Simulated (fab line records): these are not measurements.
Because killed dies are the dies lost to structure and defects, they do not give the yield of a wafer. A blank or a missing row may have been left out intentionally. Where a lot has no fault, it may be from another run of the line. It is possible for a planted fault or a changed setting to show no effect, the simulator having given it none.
What tool caused it?    flow n5 finfet    30 wafers from 10 lots sampled at 5 of the route's 1938 steps

== WHAT EACH GAUGE READ, for each wafer ==
The record lacks any reading of a measuring or inspecting step that a usual standard deviation could be used to judge.

== WHAT TOOL EACH LOT RAN ON (gives the tool, then ch and the chambers of the sampled wafers, and finally the start) ==
lot   N5_BEOL_M10_DESCUM_33               N5_BEOL_M10_ETCH_65                 N5_BEOL_M10_TRENCH_ETCH_37                     N5_BEOL_M11_COAT_59                N5_PASSIVATION_PROBE_49
L441  rie diel-01 ch 0,1,3, day 10 09:10  rie diel-01 ch 0,1,3, day 10 09:12  rie diel-01 ch 0,1,3, day 10 14:11 or earlier  litho track-02 ch 0, day 10 14:11  -
L443  rie diel-06 ch 0,1,3, day 10 12:49  rie diel-06 ch 0,1,3, day 10 12:51  rie diel-06 ch 0,1,3, day 10 19:55 or earlier  litho track-04 ch 0, day 10 19:55  -
L444  rie diel-04 ch 2,3, day 10 15:47    rie diel-04 ch 2,3, day 10 15:49    rie diel-04 ch 2,3, day 10 20:28 or earlier    litho track-04 ch 0, day 10 20:28  -
L442  rie diel-04 ch 0,1,3, day 10 16:25  rie diel-04 ch 0,1,3, day 10 16:27  rie diel-04 ch 0,1,3, day 10 23:21 or earlier  litho track-02 ch 0, day 10 23:21  -
L451  rie diel-06 ch 0, day 12 14:38      rie diel-06 ch 0, day 12 14:43      rie diel-06 ch 0, day 12 20:01 or earlier      litho track-02 ch 0, day 12 20:01  prober-02, day 14 15:22
L452  rie diel-04 ch 0,2,3, day 12 22:47  rie diel-04 ch 0,2,3, day 12 22:50  rie diel-04 ch 0,2,3, day 13 03:43 or earlier  litho track-02 ch 0, day 13 03:43  -
L453  rie diel-06 ch 0,3, day 12 22:52    rie diel-06 ch 0,3, day 12 22:54    rie diel-06 ch 0,3, day 13 04:03 or earlier    litho track-01 ch 0, day 13 04:03  -
L455  rie diel-06 ch 0,2,3, day 13 06:51  rie diel-06 ch 0,2,3, day 13 06:53  rie diel-06 ch 0,2,3, day 13 11:47 or earlier  litho track-01 ch 0, day 13 11:47  -
L463  rie diel-01 ch 0,2, day 15 16:05    rie diel-01 ch 0,2, day 15 16:08    rie diel-01 ch 0,2, day 15 20:35 or earlier    litho track-04 ch 0, day 15 20:35  -
L464  rie diel-06 ch 1,2, day 15 23:02    rie diel-06 ch 1,2, day 15 23:04    rie diel-06 ch 1,2, day 16 05:19 or earlier    litho track-04 ch 0, day 16 05:19  -
- N5_BEOL_M10_DESCUM_33: chemistry O2, time 7.9 s.
- N5_BEOL_M10_ETCH_65: etches SiARC in CF4, target depth 39 nm, time 65 s.
- N5_BEOL_M10_TRENCH_ETCH_37: etches SiCOH lowk in C4F6/O2, target depth 148.83 nm, time 48 s.
- N5_BEOL_M11_COAT_59: time 60 s, resist thk 100 nm.
- N5_PASSIVATION_PROBE_49

== WHAT THE TOOLS THEMSELVES READ (means of the sampled wafers that have a number; where no wafer has one, the mark that the record gives instead) ==
N5_BEOL_M10_DESCUM_33. Usual: for bias power w, 20.00 W with a standard deviation of 0.055; for drypump motor current A, 5.7 A with a standard deviation of 0.53; for oes product au, 0.81 a.u. with a standard deviation of 0.09; for rf vpp V, 243.3 V with a standard deviation of 1.3; for showerhead plenum p Torr, 2.10 Torr with a standard deviation of 0.068; for temp c, 40.01 C with a standard deviation of 0.097; for throttle valve pct, 20.42 % with a standard deviation of 0.21.
lot   tool         bias power w (W)  drypump motor current A (A)  oes product au (a.u.)  rf vpp V (V)  showerhead plenum p Torr (Torr)  temp c (C)  throttle valve pct (%)  flag
L441  rie diel-01  20.02             5.3                          0.89                   242.9         2.11                             40.06       20.37                   
L443  rie diel-06  20.01             5.9                          0.73                   243.8         2.13                             40.03       20.54                   
L444  rie diel-04  20.03             6.2                          0.84                   243.2         2.14                             39.93       20.30                   
L442  rie diel-04  20.06             5.6                          0.79                   242.3         2.03                             39.95       20.39                   
L451  rie diel-06  19.97             5.5                          0.73                   243.6         2.17                             40.03       20.61                   
L452  rie diel-04  19.95             5.9                          0.82                   242.3         2.08                             39.91       20.39                   
L453  rie diel-06  19.99             6.4                          0.72                   244.4         2.17                             39.98       20.63                   
L455  rie diel-06  19.99             5.9                          0.76                   243.9         2.12                             39.99       20.53                   
L463  rie diel-01  19.96             5.4                          0.79                   243.5         2.11                             40.12       20.60                   
L464  rie diel-06  20.00             5.4                          0.85                   242.7         2.03                             40.07       20.23                   

N5_BEOL_M10_ETCH_65. Usual: drypump motor current A 5.7 A, standard deviation 0.53; etch rf on time s 64.8 s, standard deviation 0.9; oes product au 0.69 a.u., standard deviation 0.076; rf vpp V 184.2 V, standard deviation 1; showerhead plenum p Torr 2.15 Torr, standard deviation 0.063; throttle valve pct 15.60 %, standard deviation 0.19.
lot   tool         drypump motor current A (A)  etch rf on time s (s)  oes product au (a.u.)  rf vpp V (V)  showerhead plenum p Torr (Torr)  throttle valve pct (%)  flag
L441  rie diel-01  5.4                          64.8                   0.76                   183.1         2.15                             15.50                   
L443  rie diel-06  5.9                          65.0                   0.62                   185.0         2.18                             15.76                   
L444  rie diel-04  6.2                          64.8                   0.72                   184.2         2.19                             15.50                   
L442  rie diel-04  5.6                          64.6                   0.68                   183.8         2.09                             15.58                   
L451  rie diel-06  5.5                          66.3                   0.62                   185.2         2.21                             15.82                   
L452  rie diel-04  5.9                          64.4                   0.71                   184.0         2.13                             15.56                   
L453  rie diel-06  6.4                          65.0                   0.62                   185.3         2.20                             15.80                   
L455  rie diel-06  5.9                          64.6                   0.65                   184.1         2.17                             15.70                   
L463  rie diel-01  5.4                          64.5                   0.67                   184.3         2.15                             15.76                   
L464  rie diel-06  5.4                          64.9                   0.73                   183.5         2.09                             15.45                   

N5_BEOL_M10_TRENCH_ETCH_37. Usual: drypump motor current A 5.7 A, standard deviation 0.53; oes_ar_750_au 0.80 a.u., standard deviation 0.085; oes product au 0.80 a.u., standard deviation 0.09; rf vpp V 661 V, standard deviation 4.5; showerhead plenum p Torr 2.86 Torr, standard deviation 0.083; throttle valve pct 20.92 %, standard deviation 0.19.
lot   tool         drypump motor current A (A)  oes_ar_750_au (a.u.)  oes product au (a.u.)  rf vpp V (V)  showerhead plenum p Torr (Torr)  throttle valve pct (%)  flag
L441  rie diel-01  5.4                          0.88                  0.89                   657           2.86                             20.86                   
L443  rie diel-06  5.9                          0.72                  0.72                   660           2.90                             21.02                   
L444  rie diel-04  6.2                          0.84                  0.84                   665           2.91                             20.86                   
L442  rie diel-04  5.6                          0.79                  0.79                   662           2.77                             20.87                   
L451  rie diel-06  5.5                          0.73                  0.72                   667           2.94                             21.08                   
L452  rie diel-04  5.9                          0.83                  0.82                   662           2.84                             20.93                   
L453  rie diel-06  6.4                          0.72                  0.71                   663           2.93                             21.06                   
L455  rie diel-06  5.9                          0.77                  0.76                   661           2.88                             21.01                   
L463  rie diel-01  5.4                          0.78                  0.79                   663           2.87                             21.12                   
L464  rie diel-06  5.4                          0.86                  0.85                   654           2.78                             20.83                   

N5_BEOL_M11_COAT_59. Usual: plate temp C 249.96 C, standard deviation 0.16; spin speed rpm 1500.0 rpm, standard deviation 1.1.
lot   tool            plate temp C (C)  spin speed rpm (rpm)  flag
L441  litho track-02  250.13            1499.9                
L443  litho track-04  249.80            1499.5                
L444  litho track-04  250.13            1501.0                
L442  litho track-02  249.92            1500.1                
L451  litho track-02  250.14            1907.7                OFF
L452  litho track-02  249.96            1906.6                OFF
L453  litho track-01  250.01            1499.9                
L455  litho track-01  250.13            1500.0                
L463  litho track-04  249.76            1500.0                
L464  litho track-04  250.07            1500.5                

N5_PASSIVATION_PROBE_49. Usual: defect limited yield 91.5 %, standard deviation 1.4; killed_at_M0_to_M3 33, standard deviation 10; killed_at_M4_up 13, standard deviation 5; killed at contacts 13, standard deviation 5.6; killed at front end 38, standard deviation 12; killed at other 3.9, standard deviation 2.7; killed dies 100, standard deviation 16; killed open 66, standard deviation 13; killed short 32, standard deviation 7.2; sort_bin_5_function 5.0 %, standard deviation 0.97; sort_bin_6_memory 3.2 %, standard deviation 0.61; sort n pass 1080, standard deviation 16; sort yield pct 91.5 %, standard deviation 1.4.
lot   tool       defect limited yield (%)  killed_at_M0_to_M3  killed_at_M4_up  killed at contacts  killed at front end  killed at other  killed dies  killed open  killed short  sort_bin_5_function (%)  sort_bin_6_memory (%)  sort n pass  sort yield pct (%)  flag
L451  prober-02  90.1                      26                  18               23                  44                   6.0              117          80           36            6.0                      3.6                    1063         90.1                

== THE ANSWER, worked out from the rows above alone ==
Rule: a lot counts as off when the mean over its wafers that have a number is more than 3 standard deviations away from the usual mean. Also off: a lot with no number at a reading for which 4 or more lots have one. Any other lot the step has rows for is counted as sound. After the gauges, taken in route order, come the tools' own readings; for these a lot's mean is taken, as printed above. The first step at which some lot is off is used, and at that step the reading that is off furthest; a lot without a number counts as furthest.
Off at N5_BEOL_M11_COAT_59 (spin speed rpm): L451, L452.
If a tool, at that step or one of the process steps before it, ran each lot that is off and ran no sound lot following the first of them, it fits. With no start given for some of its lots, N5_BEOL_M10_TRENCH_ETCH_37 uses the hours and lot order of N5_BEOL_M11_COAT_59. One candidate fits, namely litho track-02 at N5_BEOL_M11_COAT_59. A fault onset in the window from L442 (day 10 23:21, its last sound lot) to L451 (day 12 20:01, its first lot off) fits.
The tool's own readings at N5_BEOL_M11_COAT_59 bear it out: on the lots that are off they differ by more than 5 times the standard deviation of the sound lots' means. spin speed rpm reads 1907.2 rpm there against 1500.1 rpm on the sound lots.

== WHAT THE SIMULATOR PUT IN ==
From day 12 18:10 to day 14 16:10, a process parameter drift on litho track-02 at N5_BEOL_M11_COAT_59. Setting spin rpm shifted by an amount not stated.
Shown lots that were struck: L451, L452. Same finding as the rule above.
